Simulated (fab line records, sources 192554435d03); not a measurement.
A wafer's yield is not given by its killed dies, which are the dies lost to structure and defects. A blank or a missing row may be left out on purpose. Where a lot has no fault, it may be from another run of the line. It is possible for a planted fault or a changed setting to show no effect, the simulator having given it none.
Matching of chambers | flow n5Finfet | 3 sister chambers for N5_BEOL_M3_ILD_DEP_00 on pecvd-02
The step deposits SiOC from DEMS/O2, target thk 79 nm, time 15.3 s. 3 wafers are shown with their chamber, then 12 later ones without.

== EACH WAFER AND ITS CHAMBER ==
wafer  | chamber | throttleValvePct (%)
L090.2 | 2       | 11.2
L092.4 | 0       | 12.1
L092.5 | 1       | 12.6

== WAFERS MISSING THEIR CHAMBER ==
wafer  | throttleValvePct (%)
L094.2 | 12.1
L094.4 | 11.3
L094.6 | 11.0
L095.1 | 11.3
L095.2 | 12.2
L095.4 | 11.1
L096.1 | 11.2
L096.5 | 12.3
L096.6 | 11.4
L097.2 | 12.3
L097.5 | 12.4
L097.6 | 11.2

== WHICH CHAMBER EACH WENT THROUGH ==
wafer  | from the rows above     | in truth
L094.2 | 0                       | 0
L094.4 | 2                       | 2
L094.6 | 2                       | 2
L095.1 | 2                       | 2
L095.2 | 0                       | 0
L095.4 | 2                       | 2
L096.1 | 2                       | 2
L096.5 | can't be placed: 0 or 1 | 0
L096.6 | 2                       | 2
L097.2 | can't be placed: 0 or 1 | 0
L097.5 | can't be placed: 1 or 0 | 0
L097.6 | 2                       | 2
Placed correctly: 9 of 12. Not placeable from these rows: 3 (in 3, the candidates include the true chamber). Wrongly placed: 0.
How it was worked out, from the rows above alone: a wafer's distance from a chamber is the root of the sum, over the readings, of the square of ((its reading less the chamber's mean) divided by the reading's scatter). The wafer belongs to the nearest chamber; if the next one is less than 2 further off, it can't be placed. The mean given for a chamber averages the wafers shown for that chamber. The scatter (one wafer shown for each chamber): square how far every hidden wafer sits from the nearest shown wafer, average those squares and take the square root.
